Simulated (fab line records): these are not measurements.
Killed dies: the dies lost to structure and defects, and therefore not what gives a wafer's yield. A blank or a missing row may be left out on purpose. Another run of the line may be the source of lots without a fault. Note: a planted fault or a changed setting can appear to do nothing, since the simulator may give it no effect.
Which tool did it?	flow nandHarc	24 lots, 72 wafers sampled, at 6 steps of a route of 1302

## WHAT EACH GAUGE READ, for each wafer
The record holds no reading of a measuring or inspecting step that can be judged against a usual standard deviation.

## EACH LOT AND THE TOOL THAT RAN IT (in order: tool; ch and the chambers of the sampled wafers; start)
lot	NHARC_A_STAIRCASE_TRIM_231	NHARC_A_STAIRCASE_DESCUM_252	NHARC_A_STAIRCASE_ETCH_253	NHARC_A_STAIRCASE_STRIP_254	NHARC_A_STAIRCASE_STRIP_274	NHARC_A_STAIRCASE_DEP_151
L074	rieDiel-07 ch 0,2,3, day 16 00:49 or earlier	rieDiel-07 ch 0,1,2, day 16 00:49	rieDiel-07 ch 1,2, day 16 00:53	plasmaAsher-01 ch 0,1, day 16 01:04	rieDiel-08 ch 0,1,2, day 17 11:44 or earlier	pecvd-02 ch 0,1, day 17 11:44
L076	rieDiel-07 ch 0,1,2, day 16 15:28 or earlier	rieDiel-04 ch 1,2,3, day 16 15:28	rieDiel-04 ch 0,1,2, day 16 15:32	plasmaAsher-02 ch 0,1, day 16 15:42	rieDiel-04 ch 0,1, day 18 07:08 or earlier	pecvd-01 ch 0,1,2, day 18 07:08
L075	rieDiel-07 ch 1,2, day 16 16:55 or earlier	rieDiel-08 ch 0,2, day 16 16:55	rieDiel-08 ch 0,1,3, day 16 17:02	plasmaAsher-02 ch 0,1, day 16 17:25	rieDiel-08 ch 0,1,3, day 18 03:10 or earlier	pecvd-01 ch 0,1,2, day 18 03:10
L077	rieDiel-04 ch 0,2,3, day 17 07:47 or earlier	rieDiel-04 ch 0,1,2, day 17 07:47	rieDiel-04 ch 0,1,2, day 17 07:52	plasmaAsher-02 ch 0,1, day 17 07:57	rieDiel-08 ch 0,2,3, day 18 16:23 or earlier	pecvd-02 ch 0,1,2, day 18 16:23
L078	rieDiel-08 ch 0,1, day 17 22:19 or earlier	rieDiel-07 ch 0,3, day 17 22:19	rieDiel-07 ch 1,2, day 17 22:25	plasmaAsher-02 ch 0,1, day 17 22:32	rieDiel-07 ch 0,3, day 19 06:14 or earlier	pecvd-01 ch 0,1,2, day 19 06:14
L079	rieDiel-04 ch 1,2,3, day 18 10:13 or earlier	rieDiel-04 ch 0,1, day 18 10:13	rieDiel-04 ch 0,1,3, day 18 10:19	plasmaAsher-02 ch 1, day 18 10:26	rieDiel-08 ch 0,3, day 19 17:52 or earlier	pecvd-02 ch 1,2, day 19 17:52
L080	rieDiel-08 ch 1,3, day 18 11:30 or earlier	rieDiel-08 ch 0,1,3, day 18 11:30	rieDiel-08 ch 1,2,3, day 18 11:35	plasmaAsher-01 ch 0,1, day 18 11:43	rieDiel-04 ch 0,3, day 19 17:52 or earlier	pecvd-03 ch 0,1, day 19 17:52
L081	rieDiel-07 ch 0,1,3, day 19 02:26 or earlier	rieDiel-04 ch 1,2,3, day 19 02:26	rieDiel-04 ch 0,2,3, day 19 02:32	plasmaAsher-01 ch 0,1, day 19 02:54	rieDiel-04 ch 0,1,2, day 20 13:14 or earlier	pecvd-02 ch 0,2, day 20 13:14
L082	rieDiel-08 ch 0,3, day 19 20:20 or earlier	rieDiel-07 ch 0,1, day 19 20:20	rieDiel-07 ch 0,1,3, day 19 20:25	plasmaAsher-02 ch 0,1, day 19 20:33	rieDiel-07 ch 2,3, day 21 06:47 or earlier	pecvd-03 ch 0,1, day 21 06:47
L084	rieDiel-08 ch 2,3, day 20 05:43 or earlier	rieDiel-08 ch 0,1,2, day 20 05:43	rieDiel-08 ch 1,2,3, day 20 05:47	plasmaAsher-01 ch 0,1, day 20 05:55	rieDiel-08 ch 2,3, day 21 13:52 or earlier	pecvd-02 ch 0,1, day 21 13:52
L083	rieDiel-04 ch 0,1,3, day 20 06:20 or earlier	rieDiel-08 ch 0,1,3, day 20 06:20	rieDiel-08 ch 2,3, day 20 06:24	plasmaAsher-01 ch 0,1, day 20 06:36	rieDiel-04 ch 0,1,2, day 21 13:52 or earlier	pecvd-03 ch 1,2, day 21 13:52
L085	rieDiel-04 ch 1,3, day 20 22:33 or earlier	rieDiel-04 ch 1,3, day 20 22:33	rieDiel-04 ch 0,2,3, day 20 22:43	plasmaAsher-02 ch 0,1, day 20 22:47	rieDiel-07 ch 0,1,2, day 22 05:44 or earlier	pecvd-03 ch 0,2, day 22 05:44
L086	rieDiel-04 ch 0,2, day 20 22:39 or earlier	rieDiel-04 ch 0,1,2, day 20 22:39	rieDiel-04 ch 1,2, day 20 22:47	plasmaAsher-01 ch 0,1, day 20 22:58	rieDiel-07 ch 1,2, day 22 09:02 or earlier	pecvd-02 ch 1,2, day 22 09:02
L087	rieDiel-08 ch 0,1,2, day 21 14:19 or earlier	rieDiel-08 ch 0,2,3, day 21 14:19	rieDiel-08 ch 2,3, day 21 14:24	plasmaAsher-02 ch 1, day 21 14:32	rieDiel-08 ch 0,3, day 23 00:37 or earlier	pecvd-01 ch 0,1, day 23 00:37
L089	rieDiel-04 ch 0,3, day 21 21:26 or earlier	rieDiel-07 ch 0,1,2, day 21 21:26	rieDiel-07 ch 0,1,3, day 21 21:31	plasmaAsher-01 ch 0,1, day 21 21:35	rieDiel-07 ch 0,2, day 23 07:52 or earlier	pecvd-03 ch 1,2, day 23 07:52
L088	rieDiel-07 ch 0,1,2, day 22 03:41 or earlier	rieDiel-07 ch 0,1, day 22 03:41	rieDiel-07 ch 2,3, day 22 03:47	plasmaAsher-01 ch 0,1, day 22 03:55	rieDiel-08 ch 2,3, day 23 07:46 or earlier	pecvd-01 ch 0,1, day 23 07:46
L091	rieDiel-07 ch 1,2,3, day 23 03:27 or earlier	rieDiel-08 ch 0,2, day 23 03:27	rieDiel-08 ch 0,2, day 23 03:32	plasmaAsher-01 ch 0,1, day 23 03:40	rieDiel-07 ch 0,2,3, day 24 11:41 or earlier	pecvd-01 ch 0,1,2, day 24 11:41
L090	rieDiel-07 ch 0,1,3, day 23 10:11 or earlier	rieDiel-07 ch 0,1, day 23 10:11	rieDiel-07 ch 1,2, day 23 10:28	plasmaAsher-02 ch 0,1, day 23 10:32	rieDiel-08 ch 0,1,3, day 24 17:04 or earlier	pecvd-01 ch 0,1,2, day 24 17:04
L092	rieDiel-07 ch 0,1, day 23 21:41 or earlier	rieDiel-04 ch 1,2,3, day 23 21:41	rieDiel-04 ch 0,1, day 23 21:46	plasmaAsher-01 ch 0,1, day 23 22:07	rieDiel-07 ch 0,1,3, day 25 12:50 or earlier	pecvd-02 ch 0,1,2, day 25 12:50
L093	rieDiel-04 ch 0,1,2, day 23 23:13 or earlier	rieDiel-07 ch 1,2, day 23 23:13	rieDiel-07 ch 2,3, day 23 23:17	plasmaAsher-01 ch 0,1, day 23 23:31	rieDiel-04 ch 0,1,3, day 25 12:52 or earlier	pecvd-01 ch 0,1,2, day 25 12:52
L094	rieDiel-04 ch 0,1,3, day 24 00:56 or earlier	rieDiel-04 ch 0,1,2, day 24 00:56	rieDiel-04 ch 0,2,3, day 24 01:01	plasmaAsher-01 ch 0,1, day 24 01:09	rieDiel-04 ch 0,2,3, day 25 12:33 or earlier	pecvd-03 ch 1,2, day 25 12:33
L096	rieDiel-07 ch 2,3, day 25 00:12 or earlier	rieDiel-08 ch 2,3, day 25 00:12	rieDiel-08 ch 0,1,3, day 25 00:17	plasmaAsher-01 ch 0,1, day 25 00:22	rieDiel-07 ch 1,2, day 26 09:41 or earlier	pecvd-03 ch 0,1,2, day 26 09:41
L095	rieDiel-08 ch 0,2,3, day 25 00:23 or earlier	rieDiel-04 ch 0,1,2, day 25 00:23	rieDiel-04 ch 0,1,3, day 25 00:28	plasmaAsher-02 ch 0,1, day 25 00:33	rieDiel-08 ch 0,2,3, day 26 14:05 or earlier	pecvd-01 ch 0,1,2, day 26 14:05
L097	rieDiel-08 ch 1,2,3, day 25 18:39 or earlier	rieDiel-07 ch 1,3, day 25 18:39	rieDiel-07 ch 0,2,3, day 25 18:44	plasmaAsher-01 ch 0,1, day 25 18:49	rieDiel-04 ch 0,1,3, day 27 03:02 or earlier	pecvd-01 ch 1,2, day 27 03:02
- NHARC_A_STAIRCASE_TRIM_231: chemistry O2, time 211.2 s.
- NHARC_A_STAIRCASE_DESCUM_252: chemistry O2, time 3 s.
- NHARC_A_STAIRCASE_ETCH_253: etches the open film in C4F8/O2, target depth 50 nm, time 20.2 s.
- NHARC_A_STAIRCASE_STRIP_254: strips in O2.
- NHARC_A_STAIRCASE_STRIP_274: strips in O2.
- NHARC_A_STAIRCASE_DEP_151: deposits SiO2, target thk 7200 nm.

## WHAT THE TOOLS THEMSELVES READ (means of the sampled wafers that have a number; where no wafer has one, the mark that the record gives instead)
NHARC_A_STAIRCASE_TRIM_231.
lot	tool	drypumpMotorCurrentA (A)	oesProductAu (a.u.)	rfVppV (V)	showerheadPlenumPTorr (Torr)	throttleValvePct (%)
L074	rieDiel-07	5.8	1.002	57.4	3.60	17.035
L076	rieDiel-07	5.6	0.998	58.1	3.55	17.033
L075	rieDiel-07	5.6	1.001	58.5	3.50	17.041
L077	rieDiel-04	5.6	1.000	57.4	3.64	17.039
L078	rieDiel-08	5.5	1.004	58.3	3.75	17.043
L079	rieDiel-04	5.3	0.999	57.0	3.58	17.040
L080	rieDiel-08	5.8	0.994	57.4	3.57	17.037
L081	rieDiel-07	5.8	0.997	57.9	3.57	17.036
L082	rieDiel-08	5.6	0.999	58.1	3.53	17.028
L084	rieDiel-08	5.6	0.998	57.2	3.40	17.032
L083	rieDiel-04	5.3	1.001	57.1	3.50	17.041
L085	rieDiel-04	5.0	1.006	57.5	3.45	17.028
L086	rieDiel-04	5.8	0.992	57.4	3.59	17.042
L087	rieDiel-08	5.6	0.998	58.2	3.63	17.034
L089	rieDiel-04	5.6	1.000	58.0	3.54	17.037
L088	rieDiel-07	5.6	1.001	58.4	3.53	17.048
L091	rieDiel-07	5.7	0.993	57.3	3.50	17.044
L090	rieDiel-07	5.8	0.998	58.2	3.55	17.042
L092	rieDiel-07	5.6	0.992	57.9	3.51	17.028
L093	rieDiel-04	5.5	0.998	58.0	3.53	17.028
L094	rieDiel-04	5.3	1.006	58.6	3.49	17.041
L096	rieDiel-07	5.9	0.989	57.4	3.53	17.033
L095	rieDiel-08	5.5	1.004	57.9	3.49	17.038
L097	rieDiel-08	5.7	1.002	57.0	3.52	17.032

NHARC_A_STAIRCASE_DESCUM_252.
lot	tool	drypumpMotorCurrentA (A)	oesProductAu (a.u.)	rfVppV (V)	showerheadPlenumPTorr (Torr)	throttleValvePct (%)
L074	rieDiel-07	5.6	1.000	57.9	1.93	11.299
L076	rieDiel-04	5.3	1.010	58.3	1.95	11.314
L075	rieDiel-08	5.3	1.004	57.4	1.97	11.314
L077	rieDiel-04	5.5	1.004	57.7	1.92	11.309
L078	rieDiel-07	5.9	0.994	58.8	1.96	11.308
L079	rieDiel-04	5.1	1.007	57.7	1.85	11.304
L080	rieDiel-08	5.7	1.002	58.1	1.99	11.310
L081	rieDiel-04	5.3	1.001	57.9	1.94	11.322
L082	rieDiel-07	5.6	0.998	58.1	1.91	11.311
L084	rieDiel-08	5.6	1.005	57.9	1.98	11.311
L083	rieDiel-08	5.7	0.996	58.8	1.99	11.313
L085	rieDiel-04	5.0	1.001	58.3	1.86	11.307
L086	rieDiel-04	5.5	1.003	57.6	1.92	11.309
L087	rieDiel-08	5.5	1.003	58.0	1.90	11.305
L089	rieDiel-07	5.6	0.999	58.1	1.91	11.308
L088	rieDiel-07	5.7	0.990	57.0	1.94	11.310
L091	rieDiel-08	5.4	1.002	57.0	1.89	11.305
L090	rieDiel-07	5.7	1.000	58.2	1.94	11.315
L092	rieDiel-04	5.3	1.002	58.2	1.93	11.303
L093	rieDiel-07	5.6	0.997	57.6	1.88	11.317
L094	rieDiel-04	5.5	1.000	58.1	1.91	11.317
L096	rieDiel-08	5.6	1.000	57.9	1.84	11.308
L095	rieDiel-04	5.5	1.002	57.8	1.91	11.304
L097	rieDiel-07	5.8	0.997	58.4	1.91	11.309

NHARC_A_STAIRCASE_ETCH_253.
lot	tool	oesProductAu (a.u.)	rfFwdPowerW (W)	rfVppV (V)
L074	rieDiel-07	0.940	589	894
L076	rieDiel-04	0.967	586	896
L075	rieDiel-08	0.951	589	901
L077	rieDiel-04	0.963	586	897
L078	rieDiel-07	0.920	588	894
L079	rieDiel-04	0.959	588	896
L080	rieDiel-08	0.963	588	897
L081	rieDiel-04	0.963	587	899
L082	rieDiel-07	0.952	588	897
L084	rieDiel-08	0.960	590	896
L083	rieDiel-08	0.978	592	892
L085	rieDiel-04	0.943	590	899
L086	rieDiel-04	0.946	586	894
L087	rieDiel-08	0.957	593	893
L089	rieDiel-07	0.954	588	897
L088	rieDiel-07	0.940	590	895
L091	rieDiel-08	0.968	590	894
L090	rieDiel-07	0.925	589	893
L092	rieDiel-04	0.948	587	894
L093	rieDiel-07	0.969	587	895
L094	rieDiel-04	0.963	590	899
L096	rieDiel-08	0.975	590	899
L095	rieDiel-04	0.968	589	894
L097	rieDiel-07	0.971	587	897

NHARC_A_STAIRCASE_STRIP_254.
lot	tool	drypumpMotorCurrentA (A)	heaterPowerW (W)
L074	plasmaAsher-01	5.2	347
L076	plasmaAsher-02	5.9	320
L075	plasmaAsher-02	5.8	325
L077	plasmaAsher-02	5.8	319
L078	plasmaAsher-02	5.8	321
L079	plasmaAsher-02	5.9	322
L080	plasmaAsher-01	5.3	349
L081	plasmaAsher-01	5.3	348
L082	plasmaAsher-02	5.8	321
L084	plasmaAsher-01	5.2	340
L083	plasmaAsher-01	5.2	345
L085	plasmaAsher-02	5.8	336
L086	plasmaAsher-01	5.2	349
L087	plasmaAsher-02	5.8	334
L089	plasmaAsher-01	5.2	341
L088	plasmaAsher-01	5.3	345
L091	plasmaAsher-01	5.2	354
L090	plasmaAsher-02	5.8	327
L092	plasmaAsher-01	5.3	360
L093	plasmaAsher-01	5.2	347
L094	plasmaAsher-01	5.2	353
L096	plasmaAsher-01	5.2	353
L095	plasmaAsher-02	5.8	317
L097	plasmaAsher-01	5.3	363

NHARC_A_STAIRCASE_STRIP_274.
lot	tool	drypumpMotorCurrentA (A)	oesProductAu (a.u.)	rfVppV (V)	showerheadPlenumPTorr (Torr)	throttleValvePct (%)
L074	rieDiel-08	5.6	0.999	57.3	3.47	17.047
L076	rieDiel-04	5.1	1.003	57.2	3.42	17.031
L075	rieDiel-08	5.7	0.999	58.8	3.67	17.037
L077	rieDiel-08	5.5	1.007	57.9	3.52	17.033
L078	rieDiel-07	5.9	1.004	58.4	3.62	17.037
L079	rieDiel-08	5.4	1.004	58.4	3.64	17.040
L080	rieDiel-04	5.7	0.994	58.2	3.56	17.031
L081	rieDiel-04	5.5	0.993	57.6	3.54	17.042
L082	rieDiel-07	5.7	1.002	57.9	3.53	17.037
L084	rieDiel-08	5.6	1.006	57.9	3.40	17.043
L083	rieDiel-04	5.5	1.003	58.0	3.54	17.033
L085	rieDiel-07	5.6	0.995	57.6	3.53	17.034
L086	rieDiel-07	5.5	0.996	57.9	3.47	17.030
L087	rieDiel-08	5.4	1.001	58.1	3.62	17.032
L089	rieDiel-07	5.7	0.995	58.6	3.54	17.035
L088	rieDiel-08	5.6	0.996	57.7	3.41	17.042
L091	rieDiel-07	5.8	0.992	57.3	3.56	17.034
L090	rieDiel-08	5.7	0.995	57.2	3.64	17.031
L092	rieDiel-07	5.8	0.995	56.9	3.54	17.038
L093	rieDiel-04	5.3	0.998	57.6	3.48	17.038
L094	rieDiel-04	5.6	0.995	58.8	3.61	17.037
L096	rieDiel-07	5.5	0.996	58.3	3.45	17.043
L095	rieDiel-08	5.5	0.993	56.9	3.49	17.034
L097	rieDiel-04	5.3	1.003	57.4	3.48	17.033

NHARC_A_STAIRCASE_DEP_151.
lot	tool	heaterPowerW (W)	mfcPrecursorSccm (sccm)	rfFwdPowerW (W)
L074	pecvd-02	613	200.4	499.7
L076	pecvd-01	530	199.7	499.5
L075	pecvd-01	564	200.8	500.3
L077	pecvd-02	618	199.8	500.5
L078	pecvd-01	572	200.3	499.6
L079	pecvd-02	685	199.4	499.9
L080	pecvd-03	663	200.2	499.9
L081	pecvd-02	662	199.6	500.0
L082	pecvd-03	632	199.8	499.0
L084	pecvd-02	577	200.3	499.0
L083	pecvd-03	580	200.5	497.5
L085	pecvd-03	652	199.7	500.4
L086	pecvd-02	659	200.5	498.9
L087	pecvd-01	546	200.6	501.3
L089	pecvd-03	630	199.9	498.8
L088	pecvd-01	524	200.5	498.2
L091	pecvd-01	579	200.4	499.4
L090	pecvd-01	598	199.6	499.7
L092	pecvd-02	609	199.9	498.7
L093	pecvd-01	520	199.6	498.7
L094	pecvd-03	638	200.4	501.6
L096	pecvd-03	643	200.2	499.6
L095	pecvd-01	574	200.1	499.1
L097	pecvd-01	564	200.1	498.5

## THE ANSWER, worked out from the rows above alone
Rule: what is usual is taken from the lots themselves. The widest of any qualifying gaps counts: lots, ordered by their means at a reading, are off when they make up no more than a third of the lots, leave a main group of 4 or more, and stand apart from it by 3 or more times the standard deviation of that group's means. A main group whose means are all the same, to the digits that the tables above print for the reading, isn't used. Also off: a lot with no number at a reading for which 4 or more lots have one. Any other lot the step has rows for is counted as sound. After the gauges, taken in route order, come the tools' own readings; for these a lot's mean is taken, as printed above. At the first step where some lot is off, the reading lying furthest off is the one used; lots without a number count as furthest.
Across all readings shown, no lot is off: no conclusion can be drawn from this.

## WHAT THE SIMULATOR HAD INSERTED
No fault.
